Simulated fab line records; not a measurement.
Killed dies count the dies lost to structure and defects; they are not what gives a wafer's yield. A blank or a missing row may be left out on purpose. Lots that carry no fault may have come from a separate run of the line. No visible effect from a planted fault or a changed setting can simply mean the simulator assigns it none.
What tool caused it? | flow n5 finfet | Sampling: 22 lots, 66 wafers, 3 of 1938 route steps

## WHAT EACH GAUGE READ, for each wafer
N5_BEOL_M3_THK_MEAS_01. Usual: M3_ILD_THK typically reads 79.1 nm, with standard deviation 0.95.
lot  | measured     | on            | M3_ILD_THK (nm) | flag
L074 | day 7 12:19  | film metro-02 | 79.3 78.7 80.0  |
L075 | day 7 17:29  | film metro-02 | 79.0 80.9 80.0  |
L076 | day 8 05:46  | film metro-02 | 78.8 78.3 78.8  |
L078 | day 8 11:31  | film metro-02 | 80.5 80.5 80.4  |
L079 | day 8 20:07  | film metro-01 | 78.8 77.3 79.1  |
L080 | day 9 06:16  | film metro-02 | 80.1 80.3 80.9  |
L081 | day 9 11:40  | film metro-01 | 78.8 78.0 80.2  |
L083 | day 11 04:47 | film metro-02 | 79.5 79.4 80.9  |
L084 | day 11 05:07 | film metro-01 | 79.4 79.6 80.3  |
L085 | day 11 16:44 | film metro-01 | 78.6 78.6 79.8  |
L086 | day 12 08:26 | film metro-01 | 77.5 79.4 78.8  |
L087 | day 12 20:25 | film metro-02 | 78.6 79.2 80.2  |
L088 | day 12 22:18 | film metro-01 | 79.0 80.0 79.6  |
L091 | day 12 22:55 | film metro-02 | 78.9 79.6 80.2  |
L090 | day 13 04:36 | film metro-01 | 77.9 79.6 79.8  |
L092 | day 13 07:34 | film metro-02 | 78.6 76.7 78.6  |
L089 | day 13 09:25 | film metro-01 | 79.1 78.9 79.8  |
L094 | day 13 11:14 | film metro-01 | 78.7 78.8 79.1  |
L093 | day 13 18:57 | film metro-01 | 76.7 78.4 79.7  |
L095 | day 13 19:07 | film metro-01 | 79.2 79.3 79.4  |
L082 | day 14 08:26 | film metro-01 | 77.8 77.9 79.1  |
L097 | day 14 15:04 | film metro-01 | 79.0 80.5 80.3  |

## TOOL THAT RAN EACH LOT (tool first, then ch and the chambers of the sampled wafers, then the start)
lot  | N5_BEOL_M2_SPUTTER_96        | N5_BEOL_M3_ILD_DEP_00
L074 | pvd sputter-03, day 7 11:08  | pecvd-02 ch 0,1,2, day 7 12:15
L075 | pvd sputter-01, day 7 14:53  | pecvd-01 ch 1,2, day 7 17:25
L076 | pvd sputter-02, day 8 04:34  | pecvd-01 ch 0,1, day 8 05:41
L078 | pvd sputter-01, day 8 10:18  | pecvd-02 ch 0,1,2, day 8 11:28
L079 | pvd sputter-03, day 8 18:56  | pecvd-02 ch 0,1, day 8 20:02
L080 | pvd sputter-02, day 9 04:50  | pecvd-02 ch 0,1,2, day 9 06:12
L081 | pvd sputter-01, day 9 10:26  | pecvd-01 ch 0,1,2, day 9 11:36
L083 | pvd sputter-02, day 11 03:29 | pecvd-04 ch 0,2, day 11 04:43
L084 | pvd sputter-01, day 11 03:41 | pecvd-04 ch 0,1,2, day 11 05:04
L085 | pvd sputter-01, day 11 15:30 | pecvd-01 ch 1,2, day 11 16:40
L086 | pvd sputter-01, day 12 07:08 | pecvd-02 ch 0,1,2, day 12 08:22
L087 | pvd sputter-01, day 12 19:14 | pecvd-02 ch 1,2, day 12 20:20
L088 | pvd sputter-01, day 12 21:07 | pecvd-02 ch 1,2, day 12 22:13
L091 | pvd sputter-02, day 12 21:41 | pecvd-02 ch 1,2, day 12 22:50
L090 | pvd sputter-01, day 13 03:25 | pecvd-04 ch 0,2, day 13 04:32
L092 | pvd sputter-01, day 13 06:24 | pecvd-01 ch 1,2, day 13 07:31
L089 | pvd sputter-02, day 13 08:13 | pecvd-02 ch 1,2, day 13 09:20
L094 | pvd sputter-01, day 13 09:36 | pecvd-01 ch 0,1, day 13 11:10
L093 | pvd sputter-01, day 13 17:43 | pecvd-04 ch 0,1,2, day 13 18:53
L095 | pvd sputter-02, day 13 17:56 | pecvd-04 ch 0,1,2, day 13 19:04
L082 | pvd sputter-03, day 14 07:10 | pecvd-01 ch 0,2, day 14 08:22
L097 | pvd sputter-01, day 14 13:53 | pecvd-02 ch 0,1,2, day 14 14:59
- N5_BEOL_M2_SPUTTER_96: material Cu, target thk 4.5 nm, time 8.29 s.
- N5_BEOL_M3_ILD_DEP_00: deposits SiOC from DEMS/O2, target thk 79 nm, time 15.3 s.

## AS READ BY THE TOOLS THEMSELVES (means over the sampled wafers that have a number; for cases with no such wafer, the mark the record gives instead)
N5_BEOL_M2_SPUTTER_96. Usual: chamber pressure pa 0.07 Pa, standard deviation 0.00014; chuck sensor temp C -16.1 C, standard deviation 0.59; throttle valve pct 29.6 %, standard deviation 1.
lot  | tool           | chamber pressure pa (Pa) | chuck sensor temp C (C) | throttle valve pct (%) | flag
L074 | pvd sputter-03 | 0.07                     | -15.8                   | 28.8                   |
L075 | pvd sputter-01 | 0.07                     | -15.7                   | 29.5                   |
L076 | pvd sputter-02 | 0.07                     | -17.4                   | 30.2                   |
L078 | pvd sputter-01 | 0.07                     | -16.1                   | 29.9                   |
L079 | pvd sputter-03 | 0.07                     | -15.9                   | 28.5                   |
L080 | pvd sputter-02 | 0.07                     | -16.4                   | 29.6                   |
L081 | pvd sputter-01 | 0.07                     | -16.0                   | 30.4                   |
L083 | pvd sputter-02 | 0.07                     | -16.9                   | 29.5                   |
L084 | pvd sputter-01 | 0.07                     | -15.9                   | 30.4                   |
L085 | pvd sputter-01 | 0.07                     | -16.2                   | 30.9                   |
L086 | pvd sputter-01 | 0.07                     | -15.7                   | 29.3                   |
L087 | pvd sputter-01 | 0.07                     | -15.9                   | 29.2                   |
L088 | pvd sputter-01 | 0.07                     | -15.5                   | 29.5                   |
L091 | pvd sputter-02 | 0.07                     | -16.7                   | 29.8                   |
L090 | pvd sputter-01 | 0.07                     | -16.4                   | 30.3                   |
L092 | pvd sputter-01 | 0.07                     | -16.2                   | 29.7                   |
L089 | pvd sputter-02 | 0.07                     | -17.0                   | 29.3                   |
L094 | pvd sputter-01 | 0.07                     | -15.6                   | 29.5                   |
L093 | pvd sputter-01 | 0.07                     | -16.1                   | 29.8                   |
L095 | pvd sputter-02 | 0.07                     | -16.6                   | 30.1                   |
L082 | pvd sputter-03 | 0.07                     | -16.0                   | 29.0                   |
L097 | pvd sputter-01 | 0.07                     | -15.7                   | 29.8                   |

N5_BEOL_M3_ILD_DEP_00. Usual: chamber pressure Torr 4.999 Torr, standard deviation 0.015; heater power w 447 W, standard deviation 48; showerhead plenum p Torr 5.692 Torr, standard deviation 0.013; throttle valve pct 11.9 %, standard deviation 0.5.
lot  | tool     | chamber pressure Torr (Torr) | heater power w (W) | showerhead plenum p Torr (Torr) | throttle valve pct (%) | flag
L074 | pecvd-02 | 4.993                        | 420                | 5.689                           | 11.9                   |
L075 | pecvd-01 | 4.980                        | 497                | 5.695                           | 11.4                   |
L076 | pecvd-01 | 4.986                        | 455                | 5.697                           | 12.4                   |
L078 | pecvd-02 | 4.997                        | 472                | 5.692                           | 11.8                   |
L079 | pecvd-02 | 5.009                        | 475                | 5.692                           | 12.0                   |
L080 | pecvd-02 | 5.000                        | 476                | 5.694                           | 11.8                   |
L081 | pecvd-01 | 4.993                        | 480                | 5.697                           | 12.0                   |
L083 | pecvd-04 | 4.996                        | 424                | 5.680                           | 12.0                   |
L084 | pecvd-04 | 5.004                        | 440                | 5.695                           | 11.8                   |
L085 | pecvd-01 | 5.005                        | 477                | 5.704                           | 11.8                   |
L086 | pecvd-02 | 4.999                        | 466                | 5.684                           | 11.8                   |
L087 | pecvd-02 | 5.003                        | 396                | 5.683                           | 11.6                   |
L088 | pecvd-02 | 5.009                        | 441                | 5.684                           | 11.7                   |
L091 | pecvd-02 | 5.012                        | 435                | 5.679                           | 11.8                   |
L090 | pecvd-04 | 5.002                        | 400                | 5.688                           | 12.3                   |
L092 | pecvd-01 | 5.000                        | 482                | 5.706                           | 11.7                   |
L089 | pecvd-02 | 4.996                        | 426                | 5.689                           | 11.8                   |
L094 | pecvd-01 | 5.005                        | 459                | 5.708                           | 12.3                   |
L093 | pecvd-04 | 4.986                        | 417                | 5.686                           | 11.8                   |
L095 | pecvd-04 | 4.996                        | 425                | 5.698                           | 12.0                   |
L082 | pecvd-01 | 4.999                        | 436                | 5.700                           | 12.3                   |
L097 | pecvd-02 | 5.002                        | 469                | 5.692                           | 11.9                   |

## THE ANSWER, worked out from the rows above alone
Rule: take the mean of a lot's wafers that have a number; if it is more than 3 standard deviations from the usual mean, the lot is off. A lot without any number at a reading at which 4 lots or more have one is off too. All remaining lots with rows at the step are treated as sound. First the gauges in route order, then the tools' own readings, where a lot's mean is used as printed above. The first step at which some lot is off is used, and at that step the reading that is off furthest; a lot without a number counts as furthest.
No lot is off at any reading shown: from this, nothing can be told.

## WHAT THE SIMULATOR PUT IN
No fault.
